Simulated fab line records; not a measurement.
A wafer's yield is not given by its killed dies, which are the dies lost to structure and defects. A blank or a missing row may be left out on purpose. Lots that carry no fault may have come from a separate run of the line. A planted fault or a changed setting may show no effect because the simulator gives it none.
The tool behind it: which one? -- flow nand_harc -- Sampling: 24 lots, 72 wafers, 6 of 1159 route steps

## WHAT EACH GAUGE READ, for each wafer
NHARC_A_SLIT_INSPECT_11.
lot,measured,on,raw_defect_count
L076,day 14 21:27,defect_inspect-02,25 22 26
L074,day 14 22:23,defect_inspect-02,15 10 17
L075,day 14 21:15,defect_inspect-01,23 28 25
L079,day 15 04:31,defect_inspect-01,14 9 13
L077,day 15 15:48,defect_inspect-02,20 12 18
L078,day 15 16:15,defect_inspect-01,23 25 20
L081,day 15 15:05,defect_inspect-01,20 33 30
L080,day 15 14:22,defect_inspect-02,9 18 20
L082,day 16 21:01,defect_inspect-02,17 13 12
L084,day 17 04:34,defect_inspect-01,28 22 21
L083,day 17 03:44,defect_inspect-02,10 9 11
L086,day 17 05:40,defect_inspect-01,31 38 31
L088,day 17 06:04,defect_inspect-02,12 17 11
L085,day 17 04:05,defect_inspect-01,46 32 35
L089,day 17 22:26,defect_inspect-02,32 42 24
L087,day 17 22:49,defect_inspect-02,10 11 12
L090,day 18 12:59,defect_inspect-01,31 40 25
L092,day 18 22:16,defect_inspect-02,21 28 22
L091,day 19 04:30,defect_inspect-01,12 11 9
L094,day 18 22:23,defect_inspect-02,40 40 40
L093,day 18 22:32,defect_inspect-01,32 26 13
L095,day 19 19:22,defect_inspect-02,24 23 21
L096,day 20 02:13,defect_inspect-01,22 17 22
L097,day 20 02:22,defect_inspect-01,24 28 17

## TOOL THAT RAN EACH LOT (tool first, then ch and the chambers of the sampled wafers, then the start)
lot,NHARC_A_STAIRCASE_TRIM_198,NHARC_A_STAIRCASE_ETCH_225,NHARC_A_STAIRCASE_ETCHBACK_157,NHARC_A_STAIRCASE_DEP_471,NHARC_A_STAIRCASE_CMP_472
L076,"rie_diel-01 ch 0,2,3, day 14 11:17 or earlier","rie_diel-08 ch 0,2,3, day 14 11:17 or earlier","rie_diel-08 ch 1,2, day 14 11:17","pecvd-01 ch 0,1, day 14 11:37","cmp-02 ch 0,3, day 14 11:50"
L074,"rie_diel-07 ch 1,2,3, day 14 09:55 or earlier","rie_diel-08 ch 1,2,3, day 14 09:55 or earlier","rie_diel-07 ch 2,3, day 14 09:55","pecvd-02 ch 0,1, day 14 10:58","cmp-02 ch 0,1,2, day 14 11:12"
L075,"rie_diel-01 ch 1,2,3, day 14 10:04 or earlier","rie_diel-01 ch 0,1,3, day 14 10:04 or earlier","rie_diel-08 ch 0,3, day 14 10:04","pecvd-02 ch 1,2, day 14 10:23","cmp-02 ch 0,3, day 14 10:37"
L079,"rie_diel-01 ch 2,3, day 14 17:08 or earlier","rie_diel-08 ch 1,3, day 14 17:08 or earlier","rie_diel-08 ch 0,2,3, day 14 17:08","pecvd-01 ch 1,2, day 14 17:30","cmp-02 ch 0,1,2, day 14 17:47"
L077,"rie_diel-08 ch 0,3, day 14 23:11 or earlier","rie_diel-01 ch 1,2, day 14 23:11 or earlier","rie_diel-07 ch 0,1,3, day 14 23:11","pecvd-01 ch 0,1, day 15 01:19","cmp-01 ch 2,3, day 15 01:35"
L078,"rie_diel-01 ch 0,2,3, day 14 23:29 or earlier","rie_diel-08 ch 0,1,2, day 14 23:29 or earlier","rie_diel-08 ch 1,2,3, day 14 23:29","pecvd-03 ch 0,1, day 14 23:49","cmp-02 ch 0,1,2, day 15 00:07"
L081,"rie_diel-08 ch 0,1,2, day 15 03:46 or earlier","rie_diel-07 ch 0,1, day 15 03:46 or earlier","rie_diel-08 ch 0,3, day 15 03:46","pecvd-03 ch 0,1,2, day 15 04:05","cmp-04 ch 1,2,3, day 15 04:23"
L080,"rie_diel-08 ch 0,2,3, day 14 23:14 or earlier","rie_diel-08 ch 0,2,3, day 14 23:14 or earlier","rie_diel-01 ch 1,2, day 14 23:14","pecvd-01 ch 0,2, day 14 23:37","cmp-01 ch 2,3, day 14 23:52"
L082,"rie_diel-01 ch 0,2, day 16 09:17 or earlier","rie_diel-07 ch 0,3, day 16 09:17 or earlier","rie_diel-01 ch 0,2,3, day 16 09:17","pecvd-03 ch 1,2, day 16 09:34","cmp-01 ch 0,1,2, day 16 09:55"
L084,"rie_diel-07 ch 0,1,2, day 16 15:37 or earlier","rie_diel-07 ch 0,2,3, day 16 15:37 or earlier","rie_diel-01 ch 1,2,3, day 16 15:37","pecvd-01 ch 0,1,2, day 16 15:53","cmp-04 ch 0,2,3, day 16 16:10"
L083,"rie_diel-07 ch 0,2, day 16 16:54 or earlier","rie_diel-08 ch 0,1,2, day 16 16:54 or earlier","rie_diel-08 ch 0,1, day 16 16:54","pecvd-02 ch 0,2, day 16 17:11","cmp-04 ch 1,2,3, day 16 17:29"
L086,"rie_diel-08 ch 1,2,3, day 16 15:14 or earlier","rie_diel-07 ch 1,2, day 16 15:14 or earlier","rie_diel-01 ch 0,1,3, day 16 15:14","pecvd-02 ch 0,1,2, day 16 15:32","cmp-02 ch 1,2, day 16 15:49"
L088,"rie_diel-01 ch 1,3, day 16 17:20 or earlier","rie_diel-07 ch 0,1, day 16 17:20 or earlier","rie_diel-08 ch 0,1,2, day 16 17:20","pecvd-01 ch 0,1,2, day 16 17:38","cmp-02 ch 0,3, day 16 17:54"
L085,"rie_diel-08 ch 1,2,3, day 16 15:28 or earlier","rie_diel-08 ch 2,3, day 16 15:28 or earlier","rie_diel-01 ch 0,2,3, day 16 15:28","pecvd-02 ch 0,1,2, day 16 15:50","cmp-02 ch 0,1, day 16 16:07"
L089,"rie_diel-01 ch 0,1,3, day 17 10:41 or earlier","rie_diel-08 ch 1,2, day 17 10:41 or earlier","rie_diel-08 ch 0,2,3, day 17 10:41","pecvd-03 ch 1,2, day 17 10:56","cmp-02 ch 0,2,3, day 17 11:16"
L087,"rie_diel-08 ch 0,1,2, day 17 09:58 or earlier","rie_diel-01 ch 1,2,3, day 17 09:58 or earlier","rie_diel-08 ch 1,2,3, day 17 09:58","pecvd-03 ch 0,1, day 17 10:15","cmp-01 ch 0,1,3, day 17 10:32"
L090,"rie_diel-08 ch 0,2,3, day 18 01:23 or earlier","rie_diel-07 ch 0,1, day 18 01:23 or earlier","rie_diel-01 ch 0,1,3, day 18 01:23","pecvd-03 ch 0,1,2, day 18 01:43","cmp-02 ch 0,2,3, day 18 01:56"
L092,"rie_diel-08 ch 0,2,3, day 18 12:09 or earlier","rie_diel-07 ch 0,1,3, day 18 12:09 or earlier","rie_diel-08 ch 0,1,3, day 18 12:09","pecvd-02 ch 0,1,2, day 18 12:29","cmp-01 ch 0,1,3, day 18 12:45"
L091,"rie_diel-01 ch 0,1,3, day 18 13:34 or earlier","rie_diel-01 ch 0,1,2, day 18 13:34 or earlier","rie_diel-01 ch 1,2,3, day 18 13:34","pecvd-03 ch 0,2, day 18 14:19","cmp-01 ch 0,1,3, day 18 14:34"
L094,"rie_diel-08 ch 0,2,3, day 18 10:16 or earlier","rie_diel-01 ch 0,1, day 18 10:16 or earlier","rie_diel-01 ch 0,1, day 18 10:16","pecvd-03 ch 0,1,2, day 18 10:37","cmp-01 ch 1,2, day 18 10:48"
L093,"rie_diel-07 ch 0,1,2, day 18 10:32 or earlier","rie_diel-08 ch 0,2,3, day 18 10:32 or earlier","rie_diel-01 ch 0,1,2, day 18 10:32","pecvd-02 ch 1,2, day 18 10:50","cmp-04 ch 1,2,3, day 18 11:06"
L095,"rie_diel-01 ch 0,2,3, day 19 07:52 or earlier","rie_diel-08 ch 1,2,3, day 19 07:52 or earlier","rie_diel-08 ch 0,2,3, day 19 07:52","pecvd-02 ch 0,1,2, day 19 08:10","cmp-01 ch 0,1,2, day 19 08:26"
L096,"rie_diel-01 ch 0,1, day 19 13:26 or earlier","rie_diel-01 ch 0,2,3, day 19 13:26 or earlier","rie_diel-08 ch 1,2, day 19 13:26","pecvd-01 ch 0,2, day 19 13:46","cmp-01 ch 2,3, day 19 14:01"
L097,"rie_diel-07 ch 0,2,3, day 19 11:59 or earlier","rie_diel-01 ch 0,1,2, day 19 11:59 or earlier","rie_diel-01 ch 0,2,3, day 19 11:59","pecvd-03 ch 0,2, day 19 12:52","cmp-04 ch 0,2,3, day 19 13:07"
- NHARC_A_STAIRCASE_TRIM_198: chemistry O2, time 211.2 s.
- NHARC_A_STAIRCASE_ETCH_225: etches the open film in C4F8/O2, target depth 100 nm, time 40.5 s.
- NHARC_A_STAIRCASE_ETCHBACK_157: etches the open film in CH3F/O2, target depth 90 nm, time 167.14 s.
- NHARC_A_STAIRCASE_DEP_471: deposits SiO2, target thk 100 nm.
- NHARC_A_STAIRCASE_CMP_472: polishes SiO2.

## AS READ BY THE TOOLS THEMSELVES (means over the sampled wafers that have a number; for cases with no such wafer, the mark the record gives instead)
NHARC_A_STAIRCASE_TRIM_198.
lot,tool,drypump_motor_current_A (A),o2_flow_sccm (sccm),oes_product_au (a.u.),rf_vpp_V (V),showerhead_plenum_p_Torr (Torr),throttle_valve_pct (%)
L076,rie_diel-01,6.0,500.4,0.993,57.0,3.47,17.028
L074,rie_diel-07,5.6,499.0,1.014,58.3,3.52,17.041
L075,rie_diel-01,5.5,498.6,0.994,57.5,3.49,17.032
L079,rie_diel-01,5.6,500.1,0.991,57.8,3.53,17.039
L077,rie_diel-08,5.6,499.4,1.012,57.5,3.33,17.035
L078,rie_diel-01,6.0,500.0,1.000,58.5,3.47,17.031
L081,rie_diel-08,5.8,499.6,1.005,57.6,3.40,17.042
L080,rie_diel-08,5.8,499.6,1.003,57.0,3.35,17.037
L082,rie_diel-01,6.2,500.6,0.994,57.8,3.51,17.037
L084,rie_diel-07,5.8,502.3,1.007,58.1,3.60,17.035
L083,rie_diel-07,5.8,501.2,1.003,58.7,3.69,17.040
L086,rie_diel-08,5.7,501.0,0.990,58.1,3.40,17.042
L088,rie_diel-01,5.2,498.8,0.997,56.6,3.38,17.038
L085,rie_diel-08,5.6,500.2,0.993,56.8,3.40,17.035
L089,rie_diel-01,5.8,500.3,0.999,57.6,3.37,17.036
L087,rie_diel-08,5.8,501.2,0.993,57.1,3.39,17.037
L090,rie_diel-08,5.8,499.3,0.997,57.2,3.34,17.038
L092,rie_diel-08,5.8,500.8,0.994,57.4,3.34,17.032
L091,rie_diel-01,5.7,499.5,1.005,57.2,3.36,17.033
L094,rie_diel-08,5.7,499.9,0.997,57.0,3.34,17.036
L093,rie_diel-07,5.8,499.7,1.010,57.8,3.59,17.038
L095,rie_diel-01,6.1,500.2,1.000,57.7,3.45,17.037
L096,rie_diel-01,6.2,498.4,1.012,57.7,3.30,17.037
L097,rie_diel-07,5.7,500.7,1.007,57.8,3.58,17.035

NHARC_A_STAIRCASE_ETCH_225.
lot,tool,oes_product_au (a.u.),rf_vpp_V (V)
L076,rie_diel-08,0.940,889
L074,rie_diel-08,0.944,892
L075,rie_diel-01,0.945,891
L079,rie_diel-08,0.929,892
L077,rie_diel-01,0.933,893
L078,rie_diel-08,0.940,891
L081,rie_diel-07,0.960,901
L080,rie_diel-08,0.936,890
L082,rie_diel-07,0.937,898
L084,rie_diel-07,0.937,899
L083,rie_diel-08,0.931,891
L086,rie_diel-07,0.947,895
L088,rie_diel-07,0.945,901
L085,rie_diel-08,0.955,890
L089,rie_diel-08,0.935,892
L087,rie_diel-01,0.943,893
L090,rie_diel-07,0.951,898
L092,rie_diel-07,0.944,897
L091,rie_diel-01,0.946,892
L094,rie_diel-01,0.960,888
L093,rie_diel-08,0.935,889
L095,rie_diel-08,0.938,890
L096,rie_diel-01,0.949,893
L097,rie_diel-01,0.936,891

NHARC_A_STAIRCASE_ETCHBACK_157.
lot,tool,ch3f_flow_sccm (sccm),drypump_motor_current_A (A),o2_flow_sccm (sccm),oes_product_au (a.u.),rf_vpp_V (V),showerhead_plenum_p_Torr (Torr),throttle_valve_pct (%)
L076,rie_diel-08,50.09,5.8,30.02,0.996,243.6,2.37,20.664
L074,rie_diel-07,50.02,5.5,30.05,0.978,243.6,2.44,20.659
L075,rie_diel-08,50.10,5.6,29.99,1.005,241.8,2.31,20.661
L079,rie_diel-08,50.00,5.7,29.98,0.997,242.2,2.32,20.657
L077,rie_diel-07,50.02,5.6,29.97,0.966,245.3,2.49,20.656
L078,rie_diel-08,50.00,5.7,29.99,0.993,242.4,2.36,20.662
L081,rie_diel-08,49.76,5.6,30.03,1.003,242.7,2.31,20.663
L080,rie_diel-01,50.10,5.7,29.95,1.004,244.5,2.45,20.666
L082,rie_diel-01,50.05,6.0,29.99,0.949,244.6,2.40,20.663
L084,rie_diel-01,49.96,5.5,29.94,0.920,244.4,2.41,20.659
L083,rie_diel-08,50.02,5.6,30.00,0.946,243.1,2.38,20.672
L086,rie_diel-01,49.90,5.7,29.90,0.995,242.6,2.34,20.666
L088,rie_diel-08,50.02,5.8,29.98,0.992,242.9,2.35,20.659
L085,rie_diel-01,50.18,6.0,30.09,0.983,244.1,2.40,20.662
L089,rie_diel-08,50.03,5.7,29.98,0.927,241.5,2.31,20.665
L087,rie_diel-08,49.91,5.7,30.01,0.989,242.6,2.35,20.660
L090,rie_diel-01,50.10,5.7,30.05,0.954,242.5,2.33,20.659
L092,rie_diel-08,50.04,5.6,29.97,0.984,243.0,2.33,20.660
L091,rie_diel-01,50.01,5.5,29.93,0.919,244.2,2.41,20.664
L094,rie_diel-01,49.98,5.6,30.04,0.922,241.3,2.30,20.665
L093,rie_diel-01,50.15,6.0,30.04,0.999,243.9,2.37,20.655
L095,rie_diel-08,50.08,5.8,30.02,1.006,242.7,2.30,20.666
L096,rie_diel-08,49.96,5.8,29.95,0.945,244.2,2.36,20.668
L097,rie_diel-01,50.05,6.0,30.11,0.991,243.2,2.39,20.663

NHARC_A_STAIRCASE_DEP_471.
lot,tool,chamber_pressure_Torr (Torr),heater_power_outer_w (W),heater_power_w (W),susceptor_temp_C (C),throttle_valve_pct (%)
L076,pecvd-01,6.510,271,501,399.99,16.8
L074,pecvd-02,6.511,356,682,399.98,16.1
L075,pecvd-02,6.504,322,603,400.00,16.0
L079,pecvd-01,6.503,258,498,400.16,15.8
L077,pecvd-01,6.495,268,504,400.00,16.6
L078,pecvd-03,6.497,237,511,400.32,16.7
L081,pecvd-03,6.501,260,519,399.78,16.1
L080,pecvd-01,6.507,311,566,399.92,16.7
L082,pecvd-03,6.520,269,531,400.13,16.5
L084,pecvd-01,6.496,287,533,399.81,16.4
L083,pecvd-02,6.517,294,558,400.11,15.7
L086,pecvd-02,6.503,310,597,399.71,16.0
L088,pecvd-01,6.499,291,541,400.00,16.4
L085,pecvd-02,6.494,320,606,400.02,15.8
L089,pecvd-03,6.508,259,525,400.01,16.6
L087,pecvd-03,6.496,287,580,400.03,16.2
L090,pecvd-03,6.521,289,576,399.94,16.3
L092,pecvd-02,6.485,334,624,399.68,16.0
L091,pecvd-03,6.509,337,613,400.12,15.6
L094,pecvd-03,6.491,290,566,399.84,16.2
L093,pecvd-02,6.503,332,619,399.99,15.8
L095,pecvd-02,6.501,328,611,399.85,16.0
L096,pecvd-01,6.495,325,601,399.71,16.3
L097,pecvd-03,6.497,289,568,399.97,15.8

NHARC_A_STAIRCASE_CMP_472.
lot,tool,motor_current_A (A)
L076,cmp-02,12.9
L074,cmp-02,11.3
L075,cmp-02,12.6
L079,cmp-02,11.2
L077,cmp-01,12.3
L078,cmp-02,11.3
L081,cmp-04,11.7
L080,cmp-01,12.7
L082,cmp-01,12.6
L084,cmp-04,12.3
L083,cmp-04,11.8
L086,cmp-02,10.3
L088,cmp-02,12.3
L085,cmp-02,11.9
L089,cmp-02,11.7
L087,cmp-01,12.7
L090,cmp-02,11.9
L092,cmp-01,12.8
L091,cmp-01,12.9
L094,cmp-01,11.7
L093,cmp-04,11.4
L095,cmp-01,12.7
L096,cmp-01,12.0
L097,cmp-04,12.1

## THE ANSWER, worked out from the rows above alone
Rule: the lots themselves supply what counts as usual. Put in order of their means at a reading, lots are off if they are a third of the lots or fewer, leave a main group of 4 or more, and stand apart from it by a gap of 3 or more times the standard deviation of the main group's means; of several such gaps the widest counts. A main group is skipped when, at the precision printed for the reading in the tables above, its means are all equal. Also off: a lot with no number at a reading for which 4 or more lots have one. The other lots that the step has rows for count as sound. After the gauges, taken in route order, come the tools' own readings; for these a lot's mean is taken, as printed above. The first step at which some lot is off is used, and at that step the reading that is off furthest; a lot without a number counts as furthest.
No lot is off on any of the readings shown, so nothing can be concluded from this.

## WHAT THE SIMULATOR PUT IN
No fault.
